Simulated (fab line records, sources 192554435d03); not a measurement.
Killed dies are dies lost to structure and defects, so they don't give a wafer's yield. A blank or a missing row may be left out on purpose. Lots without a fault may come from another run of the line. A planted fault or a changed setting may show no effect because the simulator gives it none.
fab line records | flow n5_finfet
record lots=11 wafers=33 last_day=17
route steps=1938 shown BEOL_M0_SAQP@634 BEOL_M4@1111 PASSIVATION@1936
lots that met no fault: from a run of the same line without faults
start_h: hours from the record's first day to the start of the lot's first wafer shown | wait_h: hours since the lot's step before | " the same as in the row above | L1.1+2: a row that stands for several wafers | - no value, or no start given | * or withheld: withheld | < > ~ a bound
route shown NAME@n: a module of which the file shows steps, and the number in the route of the first | usual: mean/standard deviation of fault-free wafers | same: alike in all rows | chamber/n: place in a boat | sites: the reading at each site | _std_site: their standard deviation | _edge_site: outer sites' mean less inner sites' | radius_mm: how far each site lies from the wafer's centre | mask NAME#n: copy n | behind: the tool/chamber that last shaped the wafer | hold: why the lot was held/for how many hours/how that ended | device: the transistor (n, p or np) that didn't switch | end of line: the same wafers' tests at the end of the route | a step without rows: its recipe alone | killed: dies lost to structure and defects at the first sort, not the wafer's yield | map: a wafer's dies, x killed, . not, _ none there
set.NAME: the setting as run; set.NAME@STEP: as run at that earlier step | model.NAME: the simulator's own value behind a step, which no gauge read
steps of the route over a sample of lots; a table a step, a row a wafer
services: from which hour (start_h, from the record's first day; less than 0 if before it) a tool's chamber was out of use, for how many hours, and why
## steps
# step N5_BEOL_M0_SAQP_HM_DEP_02
# recipe material=TiN target_thk_a=120 temp_c=25 chamber_pressure_pa=0.49996
# usual substrate_temp_c=25.01/0.1 throttle_valve_pct=29.5/0.84
# columns lot.wafer tool chamber start_h wait_h substrate_temp_c throttle_valve_pct
L549.1 pvd_sputter-01 - 107.03 0.8 24.93 27.7
L549.5 " - " " 25.04 28.8
L549.6 " - " " 25.05 29.4
L551.4 pvd_sputter-01 - 121.36 0.9 24.98 28.6
L551.5 " - " " 25.01 28.2
L551.6 " - " " 25.01 31.4
L552.1 pvd_sputter-03 - 123.46 0.0 24.97 30.1
L552.2 " - " " 24.93 29.5
L552.6 " - " " 24.88 29.7
L553.1 pvd_sputter-02 - 131.71 3.6 24.96 29.2
L553.4 " - " " 25.10 29.9
L553.6 " - " " 24.61 29.8
L556.2 pvd_sputter-01 - 147.60 0.7 25.04 31.5
L556.4 " - " " 25.11 29.4
L556.6 " - " " 25.07 28.9
L557.2 pvd_sputter-02 - 153.19 1.2 25.04 29.0
L557.3 " - " " 25.08 29.5
L557.6 " - " " 25.05 29.5
L561.1 pvd_sputter-02 - 178.44 2.2 25.05 29.2
L561.3 " - " " 24.91 29.8
L561.4 " - " " 25.05 29.6
L563.1 pvd_sputter-02 - 191.30 1.4 25.14 29.3
L563.2 " - " " 25.00 30.0
L563.3 " - " " 25.03 29.8
L564.1 pvd_sputter-03 - 202.84 0.4 25.14 29.2
L564.4 " - " " 25.18 30.3
L564.6 " - " " 25.10 30.2
L571.1 pvd_sputter-01 - 243.41 2.5 25.02 28.8
L571.3 " - " " 24.91 31.7
L571.5 " - " " 24.93 28.1
L572.3 pvd_sputter-03 - 244.21 0.3 24.99 29.4
L572.4 " - " " 25.12 30.2
L572.6 " - " " 25.09 30.2
# step N5_BEOL_M0_SAQP_COAT_81
# recipe resist=SOC temp_c=250 time_s=60 spin_rpm=1500 resist_thk_nm=100
# usual spin_speed_rpm=1500.1/0.92
# columns lot.wafer tool chamber start_h wait_h spin_speed_rpm
L549.1 litho_track-05 0 107.47 0.1 1500.0
L549.5 " 0 " " 1499.4
L549.6 " 0 " " 1500.0
L551.4 litho_track-05 0 121.81 0.0 1500.5
L551.5 " 0 " " 1499.1
L551.6 " 0 " " 1499.4
L552.1 litho_track-04 0 123.90 0.1 1500.2
L552.2 " 0 " " 1500.9
L552.6 " 0 " " 1500.6
L553.1 litho_track-03 0 132.17 0.1 1500.6
L553.4 " 0 " " 1500.8
L553.6 " 0 " " 1501.0
L556.2 litho_track-05 0 148.04 0.1 1499.9
L556.4 " 0 " " 1499.6
L556.6 " 0 " " 1499.5
L557.2 litho_track-03 0 153.64 0.1 1500.7
L557.3 " 0 " " 1499.6
L557.6 " 0 " " 1499.7
L561.1 litho_track-05 0 178.88 0.1 1580.7
L561.3 " 0 " " 1579.2
L561.4 " 0 " " 1580.5
L563.1 litho_track-05 0 191.76 0.1 1578.9
L563.2 " 0 " " 1578.6
L563.3 " 0 " " 1579.3
L564.1 litho_track-03 0 203.29 0.1 1500.2
L564.4 " 0 " " 1500.7
L564.6 " 0 " " 1500.4
L571.1 litho_track-04 0 243.86 0.1 1499.3
L571.3 " 0 " " 1498.8
L571.5 " 0 " " 1501.3
L572.3 litho_track-04 0 244.66 0.1 1500.4
L572.4 " 0 " " 1500.1
L572.6 " 0 " " 1500.2
# step N5_BEOL_M0_SAQP_CD_MEAS_14
# recipe target_cd_nm=42.5 landing_energy_ev=500 detector=se_inlens
# usual cd_nm=42.6/0.31
# columns lot.wafer tool chamber start_h wait_h cd_nm
L549.1 cd_sem-03 0 107.72 - 42.1
L549.5 " 0 " " 42.0
L549.6 " 0 " " 41.9
L551.4 cd_sem-02 0 122.06 - 42.5
L551.5 " 0 " " 43.0
L551.6 " 0 " " 42.4
L552.1 cd_sem-02 0 124.15 - 42.1
L552.2 " 0 " " 42.2
L552.6 " 0 " " 42.2
L553.1 cd_sem-01 0 132.42 - 42.6
L553.4 " 0 " " 42.6
L553.6 " 0 " " 42.6
L556.2 cd_sem-01 0 148.41 - 42.5
L556.4 " 0 " " 42.3
L556.6 " 0 " " 42.3
L557.2 cd_sem-01 0 154.01 - 43.3
L557.3 " 0 " " 43.1
L557.6 " 0 " " 43.2
L561.1 cd_sem-02 0 179.25 - 42.8
L561.3 " 0 " " 42.4
L561.4 " 0 " " 42.6
L563.1 cd_sem-03 0 192.13 - 42.8
L563.2 " 0 " " 42.7
L563.3 " 0 " " 42.7
L564.1 cd_sem-02 0 203.65 - 42.7
L564.4 " 0 " " 42.9
L564.6 " 0 " " 42.8
L571.1 cd_sem-03 0 244.10 - 42.1
L571.3 " 0 " " 42.7
L571.5 " 0 " " 42.7
L572.3 cd_sem-03 0 245.03 - 42.7
L572.4 " 0 " " 42.3
L572.6 " 0 " " 42.4
# step N5_BEOL_M0_SAQP_INSPECT_16
# recipe mode=adi inspect_instrument=brightfield
# usual raw_defect_count=554/150
# columns lot.wafer tool chamber start_h wait_h raw_defect_count
L549.1 defect_inspect-01 - 107.77 0.0 655
L549.5 " - " " 471
L549.6 " - " " 469
L551.4 defect_inspect-01 - 122.11 0.0 366
L551.5 " - " " 434
L551.6 " - " " 337
L552.1 defect_inspect-01 - 124.20 0.0 459
L552.2 " - " " 512
L552.6 " - " " 381
L553.1 defect_inspect-02 - 132.47 0.0 493
L553.4 " - " " 537
L553.6 " - " " 531
L556.2 defect_inspect-01 - 148.46 0.0 559
L556.4 " - " " 521
L556.6 " - " " 513
L557.2 defect_inspect-02 - 154.07 0.0 666
L557.3 " - " " 664
L557.6 " - " " 695
L561.1 defect_inspect-02 - 179.31 0.0 440
L561.3 " - " " 388
L561.4 " - " " 378
L563.1 defect_inspect-02 - 192.19 0.0 459
L563.2 " - " " 685
L563.3 " - " " 639
L564.1 defect_inspect-02 - 203.71 0.0 412
L564.4 " - " " 458
L564.6 " - " " 424
L571.1 defect_inspect-01 - 244.16 0.0 580
L571.3 " - " " 845
L571.5 " - " " 588
L572.3 defect_inspect-01 - 245.08 0.0 571
L572.4 " - " " 552
L572.6 " - " " 473
# step N5_BEOL_M4_RC_MEAS_101
# usual DIBL_N=36.4/1.5 DIBL_P=36.4/1.6 IOFF_N=0.164/0.025 IOFF_P=0.214/0.028 ION_N=675/9.9 ION_P=463/6.5 SS_N=71.5/0.5 SS_P=73.3/0.56 VT_N=249.2/2.7 VT_P=-250.1/2.8
# columns lot.wafer tool chamber start_h wait_h DIBL_N[mV/V] DIBL_P[mV/V] IOFF_N[nA/um] IOFF_P[nA/um] ION_N[uA/um] ION_P[uA/um] SS_N[mV/dec] SS_P[mV/dec] VT_N[mV] VT_P[mV]
L549.1 prober-02 0 164.19 0.0 36.5 35.4 0.134 0.171 664 453 71.2 73.7 250.4 -256.0
L549.5 " 0 " " 37.0 36.7 0.155 0.186 688 458 70.7 73.7 248.1 -253.7
L549.6 " 0 " " 37.2 36.3 0.149 0.185 660 451 70.8 73.2 251.0 -256.5
L551.4 prober-02 0 180.43 0.5 35.8 37.5 0.165 0.224 677 471 71.8 73.8 249.6 -249.5
L551.5 " 0 " " 36.0 37.2 0.168 0.219 682 467 71.8 73.6 247.4 -249.8
L551.6 " 0 " " 35.8 36.9 0.166 0.208 687 467 70.9 73.2 248.3 -250.5
L552.1 prober-01 0 183.12 0.0 36.4 36.9 0.153 0.173 671 455 71.8 73.3 248.6 -253.4
L552.2 " 0 " " 34.1 34.1 0.111 0.145 657 440 70.8 72.7 256.2 -257.7
L552.6 " 0 " " 35.7 35.4 0.134 0.160 656 447 71.7 73.6 252.8 -254.4
L553.1 prober-01 0 189.48 0.0 35.8 35.7 0.163 0.214 678 462 70.9 73.4 250.3 -252.0
L553.4 " 0 " " 35.2 34.7 0.154 0.195 676 460 71.1 73.3 250.3 -250.5
L553.6 " 0 " " 34.1 34.3 0.136 0.186 664 460 70.7 72.3 253.4 -251.6
L557.2 prober-01 0 213.79 0.2 35.3 38.5 0.150 0.253 665 468 71.6 73.5 251.1 -244.9
L557.3 " 0 " " 35.9 37.9 0.158 0.246 671 469 71.8 74.0 251.9 -246.6
L557.6 " 0 " " 35.8 37.8 0.153 0.246 669 462 71.8 73.8 252.0 -245.0
L556.2 prober-01 0 214.72 1.1 38.0 38.1 0.188 0.232 679 458 71.8 73.6 246.1 -248.4
L556.4 " 0 " " 39.0 39.0 0.219 0.242 694 469 72.1 73.2 242.9 -249.2
L556.6 " 0 " " 38.1 37.9 0.191 0.228 688 466 71.2 74.3 244.9 -249.0
L561.1 prober-01 0 241.19 0.0 35.4 35.4 0.137 0.176 668 456 70.9 72.5 254.7 -254.9
L561.3 " 0 " " 33.9 34.3 0.121 0.169 661 455 70.4 73.0 255.1 -252.1
L561.4 " 0 " " 36.6 37.4 0.166 0.209 668 452 71.3 73.3 247.1 -252.9
L563.1 prober-01 0 243.32 0.0 37.4 38.4 0.186 0.244 676 466 71.7 73.3 248.0 -251.3
L563.2 " 0 " " 37.2 38.6 0.181 0.239 677 464 71.7 73.4 249.7 -250.6
L563.3 " 0 " " 37.9 38.8 0.203 0.244 679 458 72.0 73.5 248.6 -246.8
L564.1 prober-02 0 264.94 0.0 35.4 33.4 0.136 0.170 675 462 71.7 72.2 252.1 -252.7
L564.4 " 0 " " 35.3 34.4 0.144 0.180 672 458 71.2 72.3 252.8 -253.9
L564.6 " 0 " " 36.4 35.1 0.163 0.200 685 472 71.6 72.8 251.1 -253.5
L572.3 prober-02 0 303.39 0.3 37.4 37.1 0.184 0.225 675 464 71.4 73.8 246.9 -250.5
L572.4 " 0 " " 36.6 36.1 0.164 0.212 674 457 71.6 73.7 251.0 -251.4
L572.6 " 0 " " 37.8 36.8 0.174 0.218 678 459 71.2 74.1 249.6 -249.9
L571.1 prober-02 0 304.01 0.7 35.5 35.8 0.140 0.200 660 457 71.3 72.4 250.5 -249.5
L571.3 " 0 " " 36.0 36.8 0.158 0.221 670 465 72.0 73.2 249.4 -250.0
L571.5 " 0 " " 36.3 36.5 0.155 0.216 665 464 71.7 72.3 251.5 -250.7
# step N5_PASSIVATION_PROBE_49
# usual defect_limited_yield=91.1/1.4 killed_at_M0_to_M3=35/8.7 killed_at_M4_up=14/5.3 killed_at_contacts=12/6.2 killed_at_front_end=41/12 killed_at_other=3.4/2.6 killed_dies=105/16 killed_open=67/13 killed_short=36/7.3 sort_bin_5_function=5.2/0.96 sort_bin_6_memory=3.3/0.6 sort_n_pass=1075/16 sort_yield_pct=91.1/1.4
# same gross_dies=1180 killed_at_back_side=0 sort_bin_4_leakage[%]=0 sort_bin_8_speed[%]=0
# columns lot.wafer tool chamber start_h wait_h defect_limited_yield[%] killed_at_M0_to_M3 killed_at_M4_up killed_at_contacts killed_at_front_end killed_at_other killed_dies killed_open killed_short sort_bin_5_function[%] sort_bin_6_memory[%] sort_n_pass sort_yield_pct[%]
L563.1 prober-02 - 346.53 0.3 90.6 31 12 17 42 9 111 78 31 5.8 3.1 1069 90.6
L563.2 prober-02 - 346.58 0.3 91.2 39 20 10 21 14 104 65 38 5.5 2.9 1076 91.2
L563.3 prober-02 - 346.63 0.4 92.4 26 20 10 29 5 90 59 30 4.6 2.8 1090 92.4
L561.1 prober-02 - 347.91 0.2 89.6 38 7 11 64 3 123 79 42 6.6 3.3 1057 89.6
L561.3 prober-02 - 348.01 0.3 91.4 29 17 6 43 7 102 67 35 5.3 3.2 1078 91.4
L561.4 prober-02 - 348.06 0.3 91.9 36 4 5 50 1 96 58 37 5.0 2.5 1084 91.9
# killed by level:class
L563.1 MOL_CONTACT_COAG:geometric_particle:open=15 STI_FIN_REVEAL:geometric_particle:open=11 BEOL_M0_SAQP:geometric_particle:short=10 BEOL_M0_SAQP:geometric_particle:open=9 FIN_SAQP:geometric_particle:open=8 GATE_CUT:geometric_particle:short=7 BEOL_M2:geometric_particle:open=5 MIM_BOT:geometric_particle:open=5
L563.2 BEOL_M0_SAQP:geometric_particle:short=10 MOL_CONTACT_COAG:geometric_particle:open=9 BEOL_M4:geometric_particle:open=9 BEOL_M0_SAQP:geometric_particle:open=8 GATE_CUT:geometric_particle:short=7 BEOL_M2:geometric_particle:open=7 STI_FIN_REVEAL:geometric_particle:open=5 BEOL_M1:geometric_particle:short=4
L563.3 BEOL_M0_SAQP:geometric_particle:short=11 STI_FIN_REVEAL:geometric_particle:open=10 MOL_CONTACT_COAG:geometric_particle:open=8 BEOL_M0_SAQP:geometric_particle:open=8 BEOL_M4:geometric_particle:open=8 FIN_SAQP:geometric_particle:open=4 FIN_SAQP:geometric_particle:short=3 STI_FIN_REVEAL:geometric_particle:short=3
L561.1 FIN_SAQP:geometric_particle:open=27 FIN_SAQP:geometric_particle:short=11 BEOL_M0_SAQP:geometric_particle:open=10 BEOL_M2:geometric_particle:open=8 BEOL_M3:geometric_particle:open=8 MOL_CONTACT_COAG:geometric_particle:open=7 STI_FIN_REVEAL:geometric_particle:open=6 BEOL_M0_SAQP:geometric_particle:short=6
L561.3 FIN_SAQP:geometric_particle:open=18 FIN_SAQP:geometric_particle:short=9 BEOL_M3:geometric_particle:open=9 BEOL_M4:geometric_particle:open=7 BEOL_M0_SAQP:geometric_particle:short=6 BEOL_M0_SAQP:geometric_particle:open=5 MOL_CONTACT_COAG:geometric_particle:open=4 STI_FIN_REVEAL:geometric_particle:open=3
L561.4 BEOL_M3:geometric_particle:open=12 FIN_SAQP:geometric_particle:short=9 GATE_CUT:geometric_particle:short=8 BEOL_M0_SAQP:geometric_particle:open=8 FIN_SAQP:geometric_particle:open=7 GATE_CUT:geometric_particle:open=6 STI_FIN_REVEAL:geometric_particle:open=4 BEOL_M0_SAQP:geometric_particle:short=4
## services
# columns tool chamber start_h hours kind
pvd_sputter-03 - 104.26 1.1 repair
## key
first_sign step=N5_BEOL_M0_SAQP_COAT_81 reading=spin_speed_rpm direction=up sigmas=86 usual=* struck=*
effect none on later readings
met_at N5_BEOL_M0_SAQP_COAT_81
struck_lots L561,L563
not_acting_at N5_BEOL_M0_SAQP_HM_DEP_02,N5_BEOL_M0_SAQP_CD_MEAS_14,N5_BEOL_M0_SAQP_INSPECT_16
onset_between 148.04 178.88
fault kind=process_parameter_drift tool=litho_track-05 chamber=- onset_h=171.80 steps=N5_BEOL_M0_SAQP_COAT_81 channel=spin_rpm offset=* shape=step end_h=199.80 acts_in=* stated=*
